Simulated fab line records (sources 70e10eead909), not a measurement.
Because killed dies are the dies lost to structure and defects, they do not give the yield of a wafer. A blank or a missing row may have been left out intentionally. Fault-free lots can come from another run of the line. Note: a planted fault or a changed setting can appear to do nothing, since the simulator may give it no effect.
Chamber matching    flow nand harc    rie diel-02 running NHARC_P_M0_STRIP_18: 4 sister chambers
The step strips in N2/H2. 4 wafers are shown with their chamber, then 10 later ones without.

EACH WAFER AND ITS CHAMBER
wafer   chamber  drypump motor current A (A)
L086.4  1        5.5
L089.3  3        5.5
L091.1  2        5.8
L091.3  0        6.1

WAFERS WITH NO CHAMBER GIVEN
wafer   drypump motor current A (A)
L091.4  5.8
L093.1  5.9
L093.2  5.5
L093.5  6.0
L096.2  5.5
L096.5  5.5
L096.6  5.9
L097.3  5.9
L097.4  5.5
L097.6  6.0

WHICH CHAMBER EACH ONE RAN IN
wafer   from the rows above      in truth
L091.4  2                        2
L093.1  can't be placed: 2 or 0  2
L093.2  can't be placed: 1 or 3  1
L093.5  can't be placed: 0 or 2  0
L096.2  can't be placed: 1 or 3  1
L096.5  can't be placed: 1 or 3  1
L096.6  can't be placed: 2 or 0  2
L097.3  can't be placed: 2 or 0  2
L097.4  can't be placed: 1 or 3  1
L097.6  can't be placed: 0 or 2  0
1 of 10 placed correctly. Cannot be placed on the basis of these rows: 9; the candidates contain the true chamber in 9. 0 placed wrongly.
How it was worked out, from the rows above alone: a wafer's distance from a chamber is the root of the sum, over the readings, of the square of ((its reading less the chamber's mean) divided by the reading's scatter). The wafer belongs to the nearest chamber; if the next one is less than 2 further off, it can't be placed. A chamber's mean is the mean of its shown wafers. The scatter: root of mean squared gap, hidden wafer to nearest shown wafer, with one shown wafer a chamber.
